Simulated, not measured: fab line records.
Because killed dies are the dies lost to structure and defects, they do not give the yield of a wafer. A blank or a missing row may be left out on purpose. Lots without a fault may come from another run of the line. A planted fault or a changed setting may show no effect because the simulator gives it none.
Matching of chambers -- flow n5-finfet -- 3 sister chambers for N5_BEOL_M8_CURE_75 on uv-cure-02
The step cures SiCOH lowk, time 120 s. 3 wafers are shown with their chamber, then 8 later ones without.

== WAFERS, EACH WITH ITS CHAMBER ==
wafer,chamber,lamp-power-pct (%)
L075.5,0,52.27
L088.4,2,52.24
L090.2,1,52.26

== WAFERS WHOSE CHAMBER IS MISSING ==
wafer,lamp-power-pct (%)
L090.5,52.18
L090.6,52.29
L093.3,52.34
L093.4,52.33
L093.6,52.31
L096.2,52.43
L096.4,52.27
L096.5,52.27

== WHICH CHAMBER EACH WENT THROUGH ==
wafer,from the rows above,in truth
L090.5,can't be placed: 2 or 1 or 0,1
L090.6,can't be placed: 0 or 1 or 2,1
L093.3,can't be placed: 0 or 1 or 2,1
L093.4,can't be placed: 0 or 1 or 2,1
L093.6,can't be placed: 0 or 1 or 2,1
L096.2,can't be placed: 0 or 1 or 2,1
L096.4,can't be placed: 0 or 1 or 2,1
L096.5,can't be placed: 0 or 1 or 2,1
Placed correctly: 0 of 8. Can't be placed from these rows: 8 (the true chamber is among the candidates in 8). 0 placed wrongly.
How it was worked out, from the rows above alone: a wafer's distance from a chamber is the root of the sum, over the readings, of the square of ((its reading less the chamber's mean) divided by the reading's scatter). If the next closest chamber is less than 2 further off than the closest, the wafer can't be placed; otherwise it belongs to the closest. The mean given for a chamber averages the wafers shown for that chamber. The scatter (one wafer shown for each chamber): square how far every hidden wafer sits from the nearest shown wafer, average those squares and take the square root.
